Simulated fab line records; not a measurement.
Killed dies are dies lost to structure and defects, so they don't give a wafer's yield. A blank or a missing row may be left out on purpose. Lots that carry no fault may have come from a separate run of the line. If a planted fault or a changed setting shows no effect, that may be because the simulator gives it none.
Which tool is to blame? / flow n5 finfet / 7 lots, 21 wafers sampled, at 5 steps of a route of 1938

## WHAT THE GAUGES SHOWED, per wafer
N5_BEOL_M4_RC_MEAS_101.
lot=L579; measured=day 8 13:19; on=prober-02; DIBL_N (mV/V)=35.8 36.7 36.7
lot=L585; measured=day 10 02:21; on=prober-01; DIBL_N (mV/V)=40.5 37.7 36.3
lot=L588; measured=day 10 09:36; on=prober-02; DIBL_N (mV/V)=38.0 37.7 37.2
lot=L590; measured=day 11 16:25; on=prober-01; DIBL_N (mV/V)=36.9 37.1 37.4
lot=L598; measured=day 13 16:40; on=prober-02; DIBL_N (mV/V)=37.1 34.8 32.6
lot=L600; measured=day 13 19:45; on=prober-02; DIBL_N (mV/V)=38.6 39.3 37.7

## WHICH TOOL RAN EACH LOT (tool, then ch and the chambers of the sampled wafers, then the start)
lot=L579; N5_HKMG_FIN_STRIP_88=plasma asher-01 ch 0,1, day 4 14:17; N5_HKMG_FIN_ETCH_67=rie diel-06 ch 2,3, day 4 15:06; N5_HKMG_FIN_STRIP_90=rie diel-06 ch 2,3, day 4 15:10; N5_HKMG_FIN_ALD_72=cvd w-01 ch 0,1, day 4 16:12
lot=L585; N5_HKMG_FIN_STRIP_88=plasma asher-02 ch 0,1, day 6 01:28; N5_HKMG_FIN_ETCH_67=rie diel-01 ch 0,1,3, day 6 02:18; N5_HKMG_FIN_STRIP_90=rie diel-01 ch 0,1,3, day 6 02:22; N5_HKMG_FIN_ALD_72=cvd w-02 ch 0, day 6 03:35
lot=L588; N5_HKMG_FIN_STRIP_88=plasma asher-01 ch 0, day 6 18:38; N5_HKMG_FIN_ETCH_67=rie diel-06 ch 1,2,3, day 6 19:28; N5_HKMG_FIN_STRIP_90=rie diel-06 ch 1,2,3, day 6 19:32; N5_HKMG_FIN_ALD_72=cvd w-02 ch 0,1, day 6 20:35
lot=L590; N5_HKMG_FIN_STRIP_88=plasma asher-01 ch 0,1, day 7 10:16; N5_HKMG_FIN_ETCH_67=rie diel-02 ch 1,3, day 7 11:05; N5_HKMG_FIN_STRIP_90=rie diel-02 ch 1,3, day 7 11:09; N5_HKMG_FIN_ALD_72=cvd w-01 ch 0,1, day 7 12:11
lot=L596; N5_HKMG_FIN_STRIP_88=plasma asher-02 ch 0, day 8 14:35; N5_HKMG_FIN_ETCH_67=rie diel-06 ch 0,1, day 8 15:26; N5_HKMG_FIN_STRIP_90=rie diel-06 ch 0,1, day 8 15:30; N5_HKMG_FIN_ALD_72=cvd w-01 ch 0,1, day 8 16:34
lot=L598; N5_HKMG_FIN_STRIP_88=plasma asher-01 ch 0,1, day 9 03:40; N5_HKMG_FIN_ETCH_67=rie diel-02 ch 0,1,3, day 9 04:29; N5_HKMG_FIN_STRIP_90=rie diel-02 ch 0,1,3, day 9 04:33; N5_HKMG_FIN_ALD_72=cvd w-02 ch 0,1, day 9 05:36
lot=L600; N5_HKMG_FIN_STRIP_88=plasma asher-02 ch 0,1, day 9 18:59; N5_HKMG_FIN_ETCH_67=rie diel-02 ch 0,2,3, day 9 19:41; N5_HKMG_FIN_STRIP_90=rie diel-02 ch 0,2,3, day 9 19:45; N5_HKMG_FIN_ALD_72=cvd w-02 ch 0,1, day 9 20:49
- N5_HKMG_FIN_STRIP_88: strips in N2/H2, time 360 s.
- N5_HKMG_FIN_ETCH_67: etches SOC in N2/H2, stops on TiN, target depth 388.9 nm.
- N5_HKMG_FIN_STRIP_90: strips SOC in N2/H2, time 20 s.
- N5_HKMG_FIN_ALD_72: deposits W, target thk 2 nm, pulse time 1 s, purge time 2 s.

## THE ANSWER, worked out from the rows above alone
Rule: the usual values come from the lots themselves. The widest of any qualifying gaps counts: lots, ordered by their means at a reading, are off when they make up no more than a third of the lots, leave a main group of 4 or more, and stand apart from it by 3 or more times the standard deviation of that group's means. If all means in a main group match to the digits the tables above print for the reading, that group is not used. Also off: a lot with no number at a reading for which 4 or more lots have one. The other lots that the step has rows for count as sound.
No lot is off at any reading shown: from this, nothing can be told.

## WHAT HAD BEEN PUT IN BY THE SIMULATOR
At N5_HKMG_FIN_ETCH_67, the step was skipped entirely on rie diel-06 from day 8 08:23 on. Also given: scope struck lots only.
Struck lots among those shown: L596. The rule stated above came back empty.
